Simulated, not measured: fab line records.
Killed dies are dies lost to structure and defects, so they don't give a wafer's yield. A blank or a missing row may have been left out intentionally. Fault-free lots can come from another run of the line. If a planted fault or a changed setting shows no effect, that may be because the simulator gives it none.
fab line records -- flow nand-harc
record lots=13, wafers=39, last-day=34
route steps=1302 shown A_ONON_D2@559 A_CHANNEL_HOLE_D2@571 END@1302
lots that met no fault: taken from a fault-free run of the same line
start-h: start of the lot's first displayed wafer, in hours after the record's first day -- wait-h: hours since the lot's step before -- " as in the row above -- L1.1+2: a row that stands for several wafers -- - no value, or no start was given -- * or withheld: withheld -- < > ~ a bound
route shown NAME@n: a module of which the file shows steps, and the number in the route of the first -- usual: mean and standard deviation over wafers with no fault -- same: alike in all rows -- chamber/n: place in a boat -- sites: each site's reading -- _std_site: their standard deviation -- _edge_site: mean of outer sites minus mean of inner sites -- radius-mm: how far each site lies from the wafer's centre -- mask NAME#n: copy n -- behind: the most recent tool/chamber to have shaped the wafer -- hold: why the lot went on hold/how many hours it stayed there/how the hold came to an end -- device: which transistor (n, p or np) failed to switch -- end of line: at the end of the route, the tests of the same wafers -- where a step has no rows: the recipe by itself -- killed: dies that structure and defects cost at the first sort, which is not the same as the wafer's yield -- map: a wafer's dies, marking killed ones x, the rest . and places with no die _
set.NAME: the setting that was run; set.NAME@STEP: the one run at that earlier step -- model.NAME: the simulator's own value behind a step, which no gauge read
route steps across a sampled set of lots; one table per step, one row per wafer
services: the hour from which a tool's chamber was out of use, counted from the record's first day as start-h (under 0 if before that day), plus the number of hours and why
## steps
# step NHARC_A_ONON_D2_THK_MEAS_21
# recipe thk-meas-gauge=ellipsometry
# usual thk-nm=1002/6.8
lot.wafer,tool,chamber,start-h,wait-h,thk-nm
L201.3,film-metro-02,-,283.52,-,1015
L201.5,film-metro-02,-,283.52,-,1014
L201.6,film-metro-02,-,283.52,-,1013
L203.2,film-metro-02,-,302.43,-,996
L203.3,film-metro-02,-,302.43,-,996
L203.6,film-metro-02,-,302.43,-,995
L204.2,film-metro-02,-,312.89,-,997
L204.5,film-metro-02,-,312.89,-,998
L204.6,film-metro-02,-,312.89,-,998
L208.1,film-metro-01,-,352.48,-,1000
L208.3,film-metro-01,-,352.48,-,999
L208.6,film-metro-01,-,352.48,-,999
L211.1,film-metro-01,-,386.35,-,1007
L211.2,film-metro-01,-,386.35,-,1007
L211.4,film-metro-01,-,386.35,-,1007
L213.2,film-metro-01,-,391.28,-,1011
L213.4,film-metro-01,-,391.28,-,1010
L213.5,film-metro-01,-,391.28,-,1010
L215.1,film-metro-01,-,439.93,-,992
L215.2,film-metro-01,-,439.93,-,995
L215.3,film-metro-01,-,439.93,-,994
L218.1,film-metro-02,-,458.55,-,997
L218.3,film-metro-02,-,458.55,-,996
L218.5,film-metro-02,-,458.55,-,995
L220.2,film-metro-01,-,468.72,-,1009
L220.3,film-metro-01,-,468.72,-,1009
L220.5,film-metro-01,-,468.72,-,1009
L219.1,film-metro-02,-,468.73,-,1005
L219.4,film-metro-02,-,468.73,-,1008
L219.6,film-metro-02,-,468.73,-,1006
L221.3,film-metro-01,-,481.41,-,1003
L221.4,film-metro-01,-,481.41,-,1003
L221.6,film-metro-01,-,481.41,-,1003
L224.3,film-metro-02,-,514.90,-,992
L224.4,film-metro-02,-,514.90,-,991
L224.6,film-metro-02,-,514.90,-,993
L223.2,film-metro-02,-,542.93,-,1005
L223.3,film-metro-02,-,542.93,-,1007
L223.6,film-metro-02,-,542.93,-,1007
# step NHARC_A_ONON_D2_DEP_25
# recipe target-thk-a=10000, n2-flow-sccm=2750, n2o-flow-sccm=2000, nh3-flow-sccm=500, sih4-flow-sccm=210, temp-c=400
# usual n2o-flow-sccm=1999/5.5, susceptor-temp-C=400.06/0.26
lot.wafer,tool,chamber,start-h,wait-h,n2o-flow-sccm,susceptor-temp-C
L201.3,pecvd-onon-04,0,284.27,0.2,2001,400.64
L201.5,pecvd-onon-04,0,284.27,0.2,2000,400.42
L201.6,pecvd-onon-04,0,284.27,0.2,1997,400.66
L203.2,pecvd-onon-04,0,303.11,0.1,1997,400.11
L203.3,pecvd-onon-04,0,303.11,0.1,2002,399.94
L203.6,pecvd-onon-04,0,303.11,0.1,2001,399.90
L204.2,pecvd-onon-01,0,313.57,0.1,1992,399.95
L204.5,pecvd-onon-01,0,313.57,0.1,1996,400.21
L204.6,pecvd-onon-01,0,313.57,0.1,1998,400.09
L208.1,pecvd-onon-04,0,353.10,0.1,2009,400.63
L208.3,pecvd-onon-04,0,353.10,0.1,2003,400.05
L208.6,pecvd-onon-04,0,353.10,0.1,1995,399.97
L211.1,pecvd-onon-04,0,386.97,0.1,1998,399.66
L211.2,pecvd-onon-04,0,386.97,0.1,1997,399.84
L211.4,pecvd-onon-04,0,386.97,0.1,1995,400.17
L213.2,pecvd-onon-02,0,391.96,0.1,1992,400.12
L213.4,pecvd-onon-02,0,391.96,0.1,1999,399.93
L213.5,pecvd-onon-02,0,391.96,0.1,2000,400.21
L215.1,pecvd-onon-02,0,440.56,0.1,2003,400.09
L215.2,pecvd-onon-02,0,440.56,0.1,2005,400.26
L215.3,pecvd-onon-02,0,440.56,0.1,2007,400.37
L218.1,pecvd-onon-02,0,459.17,0.1,1993,399.71
L218.3,pecvd-onon-02,0,459.17,0.1,2004,399.80
L218.5,pecvd-onon-02,0,459.17,0.1,1999,399.97
L219.1,pecvd-onon-02,0,469.36,0.1,2001,400.08
L219.4,pecvd-onon-02,0,469.36,0.1,2006,399.68
L219.6,pecvd-onon-02,0,469.36,0.1,2005,399.67
L220.2,pecvd-onon-01,0,469.40,0.1,1999,399.46
L220.3,pecvd-onon-01,0,469.40,0.1,1997,399.40
L220.5,pecvd-onon-01,0,469.40,0.1,1998,399.55
L221.3,pecvd-onon-02,0,482.15,0.2,2008,400.47
L221.4,pecvd-onon-02,0,482.15,0.2,2010,400.30
L221.6,pecvd-onon-02,0,482.15,0.2,2007,400.14
L224.3,pecvd-onon-04,0,515.64,0.2,1995,400.09
L224.4,pecvd-onon-04,0,515.64,0.2,2008,400.22
L224.6,pecvd-onon-04,0,515.64,0.2,1998,400.14
L223.2,pecvd-onon-04,0,543.62,0.1,2001,400.53
L223.3,pecvd-onon-04,0,543.62,0.1,1998,400.68
L223.6,pecvd-onon-04,0,543.62,0.1,2004,400.39
# step NHARC_A_ONON_D2_THK_MEAS_27
# recipe thk-meas-gauge=ellipsometry
# usual thk-nm=1003/9.4
lot.wafer,tool,chamber,start-h,wait-h,thk-nm
L201.3,film-metro-02,-,284.66,-,976
L201.5,film-metro-02,-,284.66,-,978
L201.6,film-metro-02,-,284.66,-,977
L203.2,film-metro-01,-,303.57,-,1001
L203.3,film-metro-01,-,303.57,-,1001
L203.6,film-metro-01,-,303.57,-,999
L204.2,film-metro-01,-,314.01,-,1015
L204.5,film-metro-01,-,314.01,-,1015
L204.6,film-metro-01,-,314.01,-,1016
L208.1,film-metro-01,-,353.61,-,1426
L208.3,film-metro-01,-,353.61,-,1426
L208.6,film-metro-01,-,353.61,-,1428
L211.1,film-metro-01,-,387.48,-,1420
L211.2,film-metro-01,-,387.48,-,1417
L211.4,film-metro-01,-,387.48,-,1419
L213.2,film-metro-02,-,392.41,-,995
L213.4,film-metro-02,-,392.41,-,993
L213.5,film-metro-02,-,392.41,-,994
L215.1,film-metro-01,-,441.07,-,1013
L215.2,film-metro-01,-,441.07,-,1011
L215.3,film-metro-01,-,441.07,-,1012
L218.1,film-metro-01,-,459.68,-,1011
L218.3,film-metro-01,-,459.68,-,1011
L218.5,film-metro-01,-,459.68,-,1011
L220.2,film-metro-01,-,469.85,-,996
L220.3,film-metro-01,-,469.85,-,995
L220.5,film-metro-01,-,469.85,-,996
L219.1,film-metro-02,-,469.87,-,1004
L219.4,film-metro-02,-,469.87,-,1002
L219.6,film-metro-02,-,469.87,-,1003
L221.3,film-metro-02,-,482.54,-,1007
L221.4,film-metro-02,-,482.54,-,1008
L221.6,film-metro-02,-,482.54,-,1008
L224.3,film-metro-01,-,516.03,-,1008
L224.4,film-metro-01,-,516.03,-,1008
L224.6,film-metro-01,-,516.03,-,1007
L223.2,film-metro-01,-,544.07,-,997
L223.3,film-metro-01,-,544.07,-,996
L223.6,film-metro-01,-,544.07,-,996
# step NHARC_A_CHANNEL_HOLE_D2_DEP_01
# recipe target-thk-a=1400, target-thk-nm=140, temp-c=400, pressure-torr=3.5, flow-sccm=200, rf-w=350, material=SiON
# usual heater-power-w=732/92, susceptor-temp-C=400.02/0.22
lot.wafer,tool,chamber,start-h,wait-h,heater-power-w,susceptor-temp-C
L201.3,pecvd-01,2,287.79,1.0,713,400.32
L201.6,pecvd-01,2,287.79,1.0,716,399.99
L201.5,pecvd-01,1,287.79,1.0,778,400.24
L203.3,pecvd-01,0,306.63,1.0,708,400.13
L203.2,pecvd-01,2,306.63,1.0,804,399.99
L203.6,pecvd-01,1,306.63,1.0,729,400.01
L204.2,pecvd-02,0,318.55,1.3,901,400.23
L204.5,pecvd-02,0,318.55,1.3,931,400.29
L204.6,pecvd-02,1,318.55,1.3,856,400.25
L213.2,pecvd-02,2,397.99,1.3,705,399.99
L213.4,pecvd-02,2,397.99,1.3,679,399.55
L213.5,pecvd-02,0,397.99,1.3,889,399.90
L215.1,pecvd-01,0,449.72,1.6,596,400.02
L215.2,pecvd-01,1,449.72,1.6,711,400.13
L215.3,pecvd-01,1,449.72,1.6,714,399.69
L218.3,pecvd-01,2,463.26,1.0,771,399.78
L218.1,pecvd-01,1,463.26,1.0,638,400.07
L218.5,pecvd-01,0,463.26,1.0,734,400.03
L220.3,pecvd-01,0,474.40,1.0,665,400.10
L220.2,pecvd-01,1,474.40,1.0,723,400.18
L220.5,pecvd-01,0,474.40,1.0,665,400.08
L219.1,pecvd-04,2,474.57,1.6,767,399.80
L219.4,pecvd-04,1,474.57,1.6,783,400.16
L219.6,pecvd-04,0,474.57,1.6,623,399.91
L221.3,pecvd-01,2,486.42,1.0,749,399.82
L221.6,pecvd-01,1,486.42,1.0,633,400.28
L221.4,pecvd-01,2,486.42,1.0,765,399.50
L224.3,pecvd-02,2,519.98,1.0,589,400.22
L224.6,pecvd-02,0,519.98,1.0,884,400.23
L224.4,pecvd-02,1,519.98,1.0,804,400.15
L223.3,pecvd-04,0,547.30,1.0,596,399.72
L223.2,pecvd-04,1,547.30,1.0,769,399.83
L223.6,pecvd-04,1,547.30,1.0,765,399.82
# step NHARC_A_CHANNEL_HOLE_D2_CD_MEAS_10
# recipe target-cd-nm=100, landing-energy-ev=500
# usual cd-nm=100.0/0.47
lot.wafer,tool,chamber,start-h,wait-h,cd-nm
L201.3,cd-sem-01,0,288.39,-,100.1
L201.5,cd-sem-01,0,288.39,-,100.2
L201.6,cd-sem-01,0,288.39,-,100.2
L203.2,cd-sem-01,0,307.35,-,99.9
L203.3,cd-sem-01,0,307.35,-,100.2
L203.6,cd-sem-01,0,307.35,-,100.4
L204.2,cd-sem-02,0,319.27,-,100.4
L204.5,cd-sem-02,0,319.27,-,100.8
L204.6,cd-sem-02,0,319.27,-,100.6
L213.2,cd-sem-01,0,398.59,-,99.8
L213.4,cd-sem-01,0,398.59,-,100.0
L213.5,cd-sem-01,0,398.59,-,99.2
L215.1,cd-sem-02,0,450.40,-,99.9
L215.2,cd-sem-02,0,450.40,-,99.4
L215.3,cd-sem-02,0,450.40,-,99.2
L218.1,cd-sem-02,0,463.99,-,99.8
L218.3,cd-sem-02,0,463.99,-,99.5
L218.5,cd-sem-02,0,463.99,-,99.7
L220.2,cd-sem-03,0,475.13,-,100.0
L220.3,cd-sem-03,0,475.13,-,100.0
L220.5,cd-sem-03,0,475.13,-,99.9
L219.1,cd-sem-01,0,475.28,-,99.9
L219.4,cd-sem-01,0,475.28,-,100.0
L219.6,cd-sem-01,0,475.28,-,100.2
L221.3,cd-sem-03,0,487.12,-,100.3
L221.4,cd-sem-03,0,487.12,-,99.6
L221.6,cd-sem-03,0,487.12,-,100.3
L224.3,cd-sem-01,0,520.53,-,99.8
L224.4,cd-sem-01,0,520.53,-,99.9
L224.6,cd-sem-01,0,520.53,-,100.1
L223.2,cd-sem-03,0,548.02,-,100.1
L223.3,cd-sem-03,0,548.02,-,99.2
L223.6,cd-sem-03,0,548.02,-,99.6
# step NHARC_END_SORT_01
# recipe temp-c=25
# usual killed-at-array=58/15, killed-at-other=0.8/1.2, killed-at-periphery=3.5/2.5, killed-dies=62/15, killed-open=3.2/1.7, killed-short=2.4/1.5
# same gross-dies=677
lot.wafer,tool,chamber,start-h,wait-h,killed-at-array,killed-at-other,killed-at-periphery,killed-dies,killed-open,killed-short
L208.1,prober-02,0,644.12,2.5,667,2,8,677,8,3
L208.3,prober-02,0,645.73,3.1,671,1,5,677,4,3
L208.6,prober-02,0,648.15,4.0,669,1,7,677,2,2
L211.1,prober-01,0,655.04,2.6,672,1,4,677,2,2
L211.2,prober-01,0,655.84,2.8,668,1,8,677,2,2
L211.4,prober-01,0,657.44,3.4,670,0,7,677,2,2
# killed by level:class
L208.1 A_ONON_D2:area-dep=606 A_CHANNEL_HOLE_D2:chamber-film-flake=26 A_CONTACT:chamber-film-flake=8 A_STAIRCASE:chamber-film-flake=6 A_M1:chamber-film-flake=5 A_CHANNEL_HOLE_D1:chamber-film-flake=4 A_SLIT:chamber-film-flake=3 P_GATE:geometric-particle:open=2
L208.3 A_ONON_D2:area-dep=604 A_CHANNEL_HOLE_D2:chamber-film-flake=34 A_STAIRCASE:chamber-film-flake=10 A_CHANNEL_HOLE_D1:chamber-film-flake=6 A_CONTACT:chamber-film-flake=5 P_ZERO_WELL:chamber-film-flake=3 P_CONTACT:geometric-particle:short=1 A_DECK1_JOINT:geometric-particle:open=1
L208.6 A_ONON_D2:area-dep=616 A_CHANNEL_HOLE_D2:chamber-film-flake=29 A_CHANNEL_HOLE_D1:chamber-film-flake=5 A_SLIT:chamber-film-flake=5 A_STAIRCASE:chamber-film-flake=5 P_ZERO_WELL:chamber-film-flake=3 A_CONTACT:chamber-film-flake=3 P_BONDPAD:chamber-film-flake=2
L211.1 A_ONON_D2:area-dep=638 A_CHANNEL_HOLE_D2:chamber-film-flake=14 A_CHANNEL_HOLE_D1:chamber-film-flake=8 P_GATE:chamber-film-flake=3 A_STAIRCASE:chamber-film-flake=2 A_SLIT:chamber-film-flake=2 A_CHANNEL_FILL_D1:geometric-particle:open=1 A_CHANNEL_FILL_D1:geometric-particle:short=1
L211.2 A_ONON_D2:area-dep=636 A_CHANNEL_HOLE_D2:chamber-film-flake=16 A_CHANNEL_HOLE_D1:chamber-film-flake=5 P_STI:chamber-film-flake=3 P_M0:geometric-particle:open=2 P_GATE:chamber-film-flake=2 A_CHANNEL_FILL_D1:chamber-film-flake=2 A_STAIRCASE:chamber-film-flake=2
L211.4 A_ONON_D2:area-dep=632 A_CHANNEL_HOLE_D2:chamber-film-flake=14 A_CHANNEL_HOLE_D1:chamber-film-flake=8 P_GATE:chamber-film-flake=6 A_SLIT:chamber-film-flake=4 A_CONTACT:chamber-film-flake=3 A_CHANNEL_FILL_D2:chamber-film-flake=2 P_M0:geometric-particle:open=1
## services
tool,chamber,start-h,hours,kind
pecvd-04,-,269.00,13.0,pm
pecvd-onon-01,-,269.37,13.0,pm
pecvd-04,0,299.45,1.9,repair
pecvd-02,-,306.57,1.1,repair
pecvd-01,-,311.23,13.0,pm
pecvd-01,0,311.23,13.0,vent-cycle
pecvd-01,1,311.23,13.0,vent-cycle
pecvd-01,2,311.23,13.0,vent-cycle
pecvd-onon-04,-,311.33,13.0,pm
pecvd-01,0,324.23,-,clean
pecvd-01,1,352.31,12.5,repair
pecvd-onon-02,-,366.00,13.0,pm
pecvd-02,-,408.35,13.0,pm
pecvd-01,2,445.26,8.7,repair
pecvd-04,-,450.00,13.0,pm
pecvd-onon-01,-,450.37,13.0,pm
pecvd-onon-04,-,492.33,13.0,pm
pecvd-01,-,492.43,13.0,pm
pecvd-01,0,515.57,7.1,repair
pecvd-02,-,515.73,1.5,repair
pecvd-04,-,525.46,1.0,repair
pecvd-04,-,533.62,0.5,repair
pecvd-onon-01,-,534.15,6.3,repair
pecvd-onon-02,-,547.11,13.0,pm
## key
first-sign step=NHARC_A_ONON_D2_THK_MEAS_27, reading=thk-nm, direction=up, sigmas=44, usual=1003, struck=1423
effect step=NHARC_END_SORT_01, reading=killed-dies, direction=up, sigmas=42, usual=62, struck=677
more-kills-born-at NHARC_A_ONON_D2_DEP_25@pecvd-onon-04=3732
met-at NHARC_A_ONON_D2_DEP_25
struck-lots L208,L211
struck-wafers L208.1,L208.3,L208.6,L211.1,L211.2,L211.4
later-rows-left-out L208.1,L208.3,L208.6,L211.1,L211.2,L211.4
tester-left-out L208,L211
not-acting-at NHARC_A_ONON_D2_THK_MEAS_21,NHARC_A_CHANNEL_HOLE_D2_DEP_01,NHARC_A_CHANNEL_HOLE_D2_CD_MEAS_10
onset-between 303.11 353.10
fault kind=process-parameter-drift, tool=pecvd-onon-04, chamber=0, onset-h=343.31, steps=NHARC_A_ONON_D2_DEP_25, channel=target-thk-a, offset=*, shape=step, end-h=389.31, acts-in=*, stated=*
# tester-left-out: of these lots the tester's yield and bins aren't shown, on N5 and GAA mostly nor the transistor test; their killed dies are dies lost to structure and defects alone, not to doping, threshold or leakage, so they don't give the yield
# later-rows-left-out: the simulator's readings of these wafers behind a module that went badly wrong aren't trusted and aren't shown, but for the sort
